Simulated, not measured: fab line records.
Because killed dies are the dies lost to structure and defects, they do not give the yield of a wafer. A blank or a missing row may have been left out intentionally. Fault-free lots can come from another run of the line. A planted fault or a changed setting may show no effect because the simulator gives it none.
Matching of chambers ; flow nand_harc ; 3 sister chambers for NHARC_P_STI_ETCH_42 on rie_diel-12
The step etches the open film in N2/H2, target depth 80 nm, overetch 24 nm, time 61 s. 14 wafers are shown with their chamber, then 5 later ones without.

EACH WAFER AND ITS CHAMBER
wafer;chamber;showerhead_plenum_p_Torr (Torr);drypump_motor_current_A (A);rf_vpp_V (V)
L331.1;3;2.05;5.2;430.3
L331.4;2;2.15;5.3;434.2
L331.6;0;1.93;5.9;427.6
L334.2;0;1.93;5.9;427.5
L334.5;0;1.93;5.9;427.0
L334.6;3;2.05;5.2;429.7
L337.1;0;1.93;5.9;428.2
L337.2;3;2.05;5.2;429.7
L337.5;2;2.14;5.4;433.7
L343.1;0;1.93;5.9;427.4
L343.3;2;2.14;5.3;433.2
L343.5;2;2.14;5.3;433.9
L344.3;0;1.93;5.9;427.5
L344.4;2;2.14;5.3;432.6

SIGNATURES, as means of the wafers listed above
reading;chamber 0;chamber 2;chamber 3;scatter within a chamber
showerhead_plenum_p_Torr;1.9300;2.1420;2.0500;0.0027
drypump_motor_current_A;5.900;5.320;5.200;0.027
rf_vpp_V;427.533;433.520;429.900;0.484
Rule: a wafer's distance from a chamber is the root of the sum, over the readings, of the square of ((its reading less the chamber's mean) divided by the reading's scatter). The wafer belongs to the nearest chamber; if the next one is less than 2 further off, it can't be placed. The scatter: take each reading less its chamber's mean, square it, sum over the shown wafers, divide by the number of wafers less the number of chambers, and take the root.

WAFERS WITH NO CHAMBER GIVEN
wafer;showerhead_plenum_p_Torr (Torr);drypump_motor_current_A (A);rf_vpp_V (V)
L344.6;2.04;5.2;431.7
L349.2;1.93;5.9;427.9
L349.5;2.14;5.3;433.1
L352.1;1.93;5.9;427.0
L352.4;2.04;5.2;430.7

CHAMBER TAKEN BY EACH
wafer;from the rows above;in truth
L344.6;3;3
L349.2;0;0
L349.5;2;2
L352.1;0;0
L352.4;3;3
Correctly placed: 5 of 5. Left unplaced by these rows: 0. Placed wrongly: 0.
